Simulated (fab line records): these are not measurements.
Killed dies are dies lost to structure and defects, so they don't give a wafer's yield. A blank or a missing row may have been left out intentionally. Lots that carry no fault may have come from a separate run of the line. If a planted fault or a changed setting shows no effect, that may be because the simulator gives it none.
3 desks looking at one fault    flow nand harc    every desk sees just its own numbers, and what lay behind them comes last

== THE DEFECT DESK ==
What the inspections along the route counted, lot by lot: means of the sampled wafers that have a number. Marked OUT: a lot whose mean sits more than 4 standard deviations from the usual mean, which makes it out of limits; the brackets give that distance.
Columns: A = raw defect count at NHARC_P_M1_INSPECT_27, usual 321; B = raw defect count at NHARC_P_M2_INSPECT_11, usual 4.4
lot   first seen here  A    B
L906  day 5 21:57      278  2.3
L908  day 6 11:12      347  6.0
L911  day 7 15:51      350  6.0
L914  day 7 23:48      222  8.3
L918  day 9 05:10      342  5.7
L926  day 11 01:23     186  3.0
L929  day 11 12:32     182  0.7
This desk found nothing out of limits on any of the 7 lots.

== DESK OF THE TOOL OWNER: arfi scanner-03 ==
The tool's own readings at NHARC_P_M2_EXPOSE_06 (exposes mask P M2, target cd 170 nm): means of the sampled wafers that have a number, for each lot that ran on this tool. Marked OUT: a lot whose mean sits more than 4 standard deviations from the usual mean, which makes it out of limits; the brackets give that distance.
Columns: A = exposure dose mJ cm2 at NHARC_P_M2_EXPOSE_06, usual 80.77; B = reticle temp C at NHARC_P_M2_EXPOSE_06, usual 23.00 C
lot   first seen here  A                B
L908  day 6 12:26      80.82            23.06
L911  day 7 16:58      79.46 (-19) OUT  23.09
L914  day 8 01:03      79.77 (-14) OUT  22.97
L918  day 9 06:24      80.03 (-11) OUT  22.99
This desk's finding: out of limits on L911, L914, L918; first on L911, day 7 16:58 (exposure dose mJ cm2 at NHARC_P_M2_EXPOSE_06). Within limits: L908.

== AT THE METROLOGY DESK ==
What the gauges read, lot by lot, whatever tool the lot ran on: means of the sampled wafers that have a number. Marked OUT: a lot whose mean sits more than 4 standard deviations from the usual mean, which makes it out of limits; the brackets give that distance.
Columns: A = cd nm at NHARC_P_M2_CD_MEAS_09, usual 170.1 nm; B = overlay x nm at NHARC_P_M2_OVL_MEAS_10, usual -0.1 nm; C = overlay y nm at NHARC_P_M2_OVL_MEAS_10, usual -0.1 nm; D = cd nm at NHARC_P_M2_CD_MEAS_16, usual 170.0 nm
lot   first seen here  A      B     C     D
L906  day 5 23:26      169.9  -0.6  -0.6  170.1
L908  day 6 12:35      170.1  0.0   0.1   169.7
L911  day 7 17:07      169.9  0.0   0.8   169.4
L914  day 8 01:11      169.2  -0.9  0.4   168.9
L918  day 9 06:32      169.0  -0.4  -0.6  168.9
L926  day 11 02:49     170.5  0.3   -1.6  170.9
L929  day 11 13:57     170.7  0.5   0.3   170.1
This desk found nothing out of limits on any of the 7 lots.

== BROUGHT TOGETHER ==
At day 7 16:58, on L911, L914, L918, the tool owner's desk was in a position to raise an alarm.
No out-of-limits result turned up at the defect desk.
Nothing out of limits was seen by the metrology desk.
The defect desk has L911, L914, L918 on record, within its limits.
The metrology desk has L911, L914, L918 on record, within its limits.
The lots listed all ran NHARC_P_M2_EXPOSE_06 on arfi scanner-03.

== WHAT THE SIMULATOR PUT IN ==
Process parameter drift: arfi scanner-03, from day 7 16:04 on, at NHARC_P_M2_EXPOSE_06. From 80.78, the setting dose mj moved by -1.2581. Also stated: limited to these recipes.
Struck lots among those shown: L911, L914, L918.
Delay in hours, fault start to first out-of-limits reading, by desk: the tool owner's desk at 1.
